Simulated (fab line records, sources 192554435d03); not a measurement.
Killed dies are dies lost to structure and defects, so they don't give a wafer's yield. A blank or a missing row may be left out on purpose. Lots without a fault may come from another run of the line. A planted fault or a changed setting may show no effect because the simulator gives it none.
Split-lot experiment | flow n5_finfet | 7 lots, 21 wafers read, on a route of 1938 steps

THE SPLIT
At N5_BEOL_M8_EXPOSE_25 (exposes mask V7, target cd 40 nm), the setting dose_mj was moved away from the recipe's 42.5 on 8 of the 21 wafers read, by -5.9% to +6.4%. The other wafers ran this setting at the recipe's value.

FROM THE SPLIT TO THE READING: what the file shows between them, 2 steps
- N5_BEOL_M8_PEB_26: peb time 60 s
- N5_BEOL_M8_DEVELOP_27: develop time 30 s

THE READING
cd_nm, in nm, at N5_BEOL_M8_CD_MEAS_28 (target cd 40 nm). Fault-free wafers of this fab line usually give 40.05 nm, standard deviation 0.23 nm.

wafer  | tool, chamber at the split | dose_mj as run | against the recipe | cd_nm, nm | against lot-mates on the recipe
L077.1 | euv_scanner-01, 0          | 40.89          | -3.8%              | 39.36     | no lot-mate on the recipe
L077.2 | euv_scanner-01, 0          | 40.89          | -3.8%              | 39.07     | no lot-mate on the recipe
L077.5 | euv_scanner-01, 0          | 40.89          | -3.8%              | 39.31     | no lot-mate on the recipe
L078.1 | euv_scanner-01, 0          | 45.21          | +6.4%              | 40.86     | +0.59
L078.4 | euv_scanner-01, 0          | 45.21          | +6.4%              | 41.53     | +1.26
L078.6 | euv_scanner-01, 0          | 42.5           | recipe             | 40.27     | -
L086.2 | euv_scanner-01, 0          | 42.5           | recipe             | 40.10     | -
L086.4 | euv_scanner-01, 0          | 42.5           | recipe             | 40.13     | -
L086.5 | euv_scanner-01, 0          | 42.5           | recipe             | 40.11     | -
L087.2 | euv_scanner-01, 0          | 43.48          | +2.3%              | 40.79     | +0.47
L087.3 | euv_scanner-01, 0          | 42.5           | recipe             | 40.20     | -
L087.5 | euv_scanner-01, 0          | 42.5           | recipe             | 40.44     | -
L093.1 | euv_scanner-02, 0          | 40             | -5.9%              | 38.58     | -1.35
L093.2 | euv_scanner-02, 0          | 40             | -5.9%              | 38.65     | -1.28
L093.6 | euv_scanner-02, 0          | 42.5           | recipe             | 39.93     | -
L094.3 | euv_scanner-01, 0          | 42.5           | recipe             | 40.10     | -
L094.4 | euv_scanner-01, 0          | 42.5           | recipe             | 40.40     | -
L094.5 | euv_scanner-01, 0          | 42.5           | recipe             | 39.88     | -
L097.3 | euv_scanner-02, 0          | 42.5           | recipe             | 39.58     | -
L097.4 | euv_scanner-02, 0          | 42.5           | recipe             | 40.10     | -
L097.6 | euv_scanner-02, 0          | 42.5           | recipe             | 39.99     | -

THE FIT
A straight line over all 21 wafers: cd_nm changes by +0.213 nm for each +1% of dose_mj; r = +0.94; the points scatter about the line by 0.24 nm.
The same after taking each lot's own level away (the mean of its wafers on the recipe; 18 wafers): +0.183 nm for each +1%; r = +0.94; scatter 0.21 nm.
On that fit, the largest move of dose_mj shifts the reading by 1.2 nm.
The lots' own levels span 39.890 to 40.320 nm, that is 1.9 times the standard deviation above.
So the lot-to-lot level changes the slope: the two fits differ.
Check: with one of the wafers moved furthest among these (+6.4%) left out of the fit, the line predicts +1.34 nm for it against its lot-mates. It came out at +0.59 nm against them.

OTHER SPLITS ON THESE WAFERS
These wafers also went through other splits before the reading. Each is held against what the fit with the lots' levels taken away leaves over:
other split on the same wafers       | wafers away from the commonest value | r with cd_nm (lot level and that fit taken away)
N5_BEOL_M8_DEVELOP_10 develop_time_s | 6                                    | -0.01

THE WHOLE CHAIN: every reading that the file lists as answering this split, in the file's order
step                  | what it does                                                | reading                                                        | change (the file's fit)               | r (the file's)
N5_BEOL_M8_CD_MEAS_28 | target cd 40 nm                                             | cd_nm                                                          | +0.183 nm for each +1% of the setting | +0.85
N5_BEOL_M8_DESCUM_33  | chemistry O2, time 7 s                                      | BEOL_M8.cd_nm (the simulator's own value, which no gauge read) | +0.214 nm for each +1% of the setting | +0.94
N5_BEOL_M8_ETCH_72    | etches underlayer in N2/H2, target depth 6.5 nm, time 5.2 s | BEOL_M8.cd_nm (the simulator's own value, which no gauge read) | +0.233 nm for each +1% of the setting | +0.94
N5_BEOL_M8_ETCH_65    | etches SiARC in CF4, target depth 15.6 nm, time 26 s        | BEOL_M8.cd_nm (the simulator's own value, which no gauge read) | +0.236 nm for each +1% of the setting | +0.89

THE FILE'S OWN FIT
cd_nm changes by +0.183 nm for each +1% of dose_mj, r = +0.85.
